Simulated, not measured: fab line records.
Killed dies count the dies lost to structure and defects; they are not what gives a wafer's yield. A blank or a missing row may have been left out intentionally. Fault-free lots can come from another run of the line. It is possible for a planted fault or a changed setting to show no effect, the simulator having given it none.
Struck lot and sound lot, side by side ; flow n5-finfet ; 36 steps out of a route of 1938
Sound: the wafers L613.1, L613.3, L613.4. Struck: wafer L608.3 (L608.1, L608.4, from the same lot, were not struck and are left out); the cause is given at the end.
For every step that has rows: the tool of each side, followed by ch and its chambers, followed by its first start. Under that, the readings that differ: sound wafers ; struck wafers ; difference of the means ; sigmas: that difference in standard deviations of wafers without a fault.
alike: same words and numbers on both sides, and readings whose means sit less than 2 such deviations apart. not compared: any withheld reading, any reading some wafer has no value for, any bound like >300 that may hide the same value, and any number with overlapping values for which the record gives no deviation.
The two part at a step that has a row with sigmas, a row that says differs or no value, or rows on one side only. Non-overlapping numbers with no deviation appear without sigmas and do not part them. A reading that every wafer of one side lacks parts them only if that side has two wafers or more.

first, 8 steps without rows for these wafers: N5_BEOL_M7_SPUTTER_48 (material Cu, target thk 10 nm, time 1.667 s); N5_BEOL_M7_ECD_50 (material Cu, target thk 300 nm); N5_BEOL_M7_ANNEAL_51 (time 90 s); N5_BEOL_M7_CMP_52 (polishes, stops on SiCOH lowk, t overpolish 6.9 s, target thk 80 nm); N5_BEOL_M7_PRE_CLEAN_55 (time 15 s); N5_BEOL_M7_DEP_56 (deposits SiCN from 3MS/NH3, target thk 10 nm, time 17.5 s); N5_BEOL_M8_ILD_DEP_00 (deposits SiCOH lowk from DEMS/porogen, target thk 179.75 nm, time 33.4 s); N5_BEOL_M8_CURE_74 (cures SiCOH lowk, time 240 s).
N5_BEOL_M8_PECVD_70: deposits SiO2 from TEOS/O2, target thk 20 nm, time 22.7 s.
  sound on pecvd-04 ch 0,1,2, day 14 17:16; struck on pecvd-02 ch 1, day 14 01:52
reading;sound;struck;difference;sigmas
heater-power-outer-w (W);345 421 349;509;+137;+2
susceptor-temp-C (C);399.84 399.80 399.67;409.77;+10.00;+43
model.SiO2_of_BEOL_M8_PECVD_70.thk-nm (nm);20.2 19.8 20.2;18.2;-1.9;
  alike: chamber-pressure-Torr, heater-power-w, rf-fwd-power-W, showerhead-plenum-p-Torr, throttle-valve-pct
then, 25 steps without rows for these wafers: N5_BEOL_M8_HM_DEP_02 (deposits TiN, target thk 20 nm); N5_BEOL_M8_COAT_59 (time 60 s, resist thk 100 nm); N5_BEOL_M8_COAT_60 (time 60 s, resist thk 35 nm); N5_BEOL_M8_COAT_05 (resist thk 90 nm); N5_BEOL_M8_EBR_07; N5_BEOL_M8_SOFTBAKE_06 (time 60 s); N5_BEOL_M8_EXPOSE_08 (exposes mask M8); N5_BEOL_M8_PEB_09 (peb time 60 s); N5_BEOL_M8_DEVELOP_10 (develop time 30 s); N5_BEOL_M8_DESCUM_16 (chemistry O2, time 7.9 s); N5_BEOL_M8_ETCH_61 (etches SiARC in CF4, target depth 45.5 nm, time 75.8 s); N5_BEOL_M8_ETCH_62 (etches SOC in N2/H2, target depth 110 nm, overetch 22 nm, time 165 s); N5_BEOL_M8_STRIP_68 (strips in N2/H2); N5_BEOL_M8_STRIP_67 (strips in CF4); N5_BEOL_M8_HM_OPEN_17 (chemistry Cl2/BCl3, target TiN, target depth 20 nm, overetch 6 nm); N5_BEOL_M8_STRIP_19 (strips in O2); N5_BEOL_M8_COAT_63 (time 60 s, resist thk 60 nm); N5_BEOL_M8_COAT_64 (time 60 s, resist thk 12 nm); N5_BEOL_M8_COAT_71 (time 60 s, resist thk 5 nm); N5_BEOL_M8_COAT_22 (resist thk 30 nm); N5_BEOL_M8_EBR_24; N5_BEOL_M8_SOFTBAKE_23 (time 60 s); N5_BEOL_M8_EXPOSE_25 (exposes mask V7, target cd 40 nm); N5_BEOL_M8_PEB_26 (peb time 60 s); N5_BEOL_M8_DEVELOP_27 (develop time 30 s).
N5_BEOL_M8_HM_STRIP_39: strips TiN in peroxide tin strip, target depth 25 nm, time 158 s.
  sound on wet-bench-06 ch 0,2,7, day 14 22:44; struck on wet-bench-05 ch 6, day 14 07:28
reading;sound;struck;difference;sigmas
model.SiO2_of_BEOL_M8_PECVD_70.thk-nm (nm);20 19.6 20;18;-2;
after that, 1 step had no rows for these wafers: N5_PASSIVATION_PROBE_49.

WHERE THEY PART
Within this record, at N5_BEOL_M8_PECVD_70 only.

WHY: what the simulator had put in
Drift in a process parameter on pecvd-02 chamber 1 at N5_BEOL_M8_PECVD_70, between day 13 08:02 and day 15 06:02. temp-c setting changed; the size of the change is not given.
